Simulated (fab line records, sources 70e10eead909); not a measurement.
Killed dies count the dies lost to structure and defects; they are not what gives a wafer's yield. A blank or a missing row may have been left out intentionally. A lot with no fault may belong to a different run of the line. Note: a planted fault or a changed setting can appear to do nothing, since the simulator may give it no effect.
Comparing a struck lot with a sound one    flow nand-harc    15 out of 1302 route steps
Sound: wafers L601.3, L601.4, L601.6. Struck: wafer L614.6 (L614.1, L614.3, from the same lot, were not struck and are left out); the cause is given at the end.
At each step with rows: each side's tool, then ch and its chambers, then its first start. Under that, the readings that differ: sound wafers    struck wafers    difference of the means    sigmas: that difference in standard deviations of wafers without a fault.
alike: words and numbers the same on both sides, and readings whose means are apart by under 2 such deviations; not compared: readings that were withheld, readings missing a value for some wafer, numbers with overlapping values and no deviation given by the record, and bounds like >300 which may hide the same value.
The two part at a step that has a row with sigmas, a row that says differs or no value, or rows on one side only. When numbers do not overlap yet have no deviation, they are printed without sigmas and do not part them. Lack of a reading on every wafer of one side parts them only where that side has two or more wafers.

first, 8 steps without rows for these wafers: NHARC_P_GATE_DEHYDRATE_18 (time 120 s); NHARC_P_GATE_HMDS_19 (time 30 s); NHARC_P_GATE_COAT_20 (resist thk 90 nm); NHARC_P_GATE_SOFTBAKE_21 (time 55 s); NHARC_P_GATE_EBR_22; NHARC_P_GATE_EXPOSE_23 (exposes mask P GATE, target cd 120 nm); NHARC_P_GATE_PEB_24 (peb time 65 s); NHARC_P_GATE_DEVELOP_25 (develop time 35 s).
NHARC_P_GATE_CD_MEAS_26: the cd target is 120 nm.
  sound on cd-sem-02 ch 0, day 5 15:19; struck on cd-sem-01 ch 0, day 11 00:08
  alike: cd-nm
NHARC_P_GATE_OVL_MEAS_27:
  sound on overlay-01, day 5 15:24; struck on overlay-02, day 11 00:14
reading            sound         struck  difference  sigmas
overlay-y-nm (nm)  0.1 0.2 -0.3  2.0     +2.0        +2
  alike: overlay-x-nm
NHARC_P_GATE_INSPECT_28:
  sound on defect-inspect-02, day 5 15:26; struck on defect-inspect-01, day 11 00:16
  alike: raw-defect-count
NHARC_P_GATE_DESCUM_31: chemistry O2, time 3 s.
  sound on rie-diel-08 ch 0,2,3, day 5 15:31; struck on rie-diel-08 ch 1, day 11 00:20
  alike: drypump-motor-current-A, oes-product-au, rf-vpp-V, showerhead-plenum-p-Torr, throttle-valve-pct
  not compared: rf-hours-counter-h
NHARC_P_GATE_ETCH_104: etches the open film in CF4/CHF3, target depth 60 nm.
  sound on rie-diel-08 ch 0,1,3, day 5 15:35; struck on rie-diel-08 ch 0, day 11 00:25
reading                  sound              struck  difference  sigmas
oes-product-au (a.u.)    0.963 0.947 0.959  0.727   -0.229      -11
rf-fwd-power-W (W)       489.9 491.4 491.8  291.9   -199.1      -87
model.P_GATE.cd-nm (nm)  120.3 120.6 120.9  121     +0          
  alike: cf4-flow-sccm, drypump-motor-current-A, rf-vpp-V, showerhead-plenum-p-Torr, throttle-valve-pct
NHARC_P_GATE_HM_OPEN_105: chemistry O2/COS, target depth 360 nm.
  sound: rie-diel-08 ch 0,1,2; struck: rie-diel-08 ch 3
  alike: drypump-motor-current-A, oes-product-au, rf-vpp-V, showerhead-plenum-p-Torr, throttle-valve-pct
  not compared: rf-hours-counter-h
then, 1 step without rows for these wafers: NHARC_END_SORT_01.

## WHERE THEY PART
At NHARC_P_GATE_OVL_MEAS_27 first; at NHARC_P_GATE_ETCH_104 last (within this record only). Later steps at which nothing parts them and some readings are alike: NHARC_P_GATE_HM_OPEN_105.

WHY: what the simulator had put in
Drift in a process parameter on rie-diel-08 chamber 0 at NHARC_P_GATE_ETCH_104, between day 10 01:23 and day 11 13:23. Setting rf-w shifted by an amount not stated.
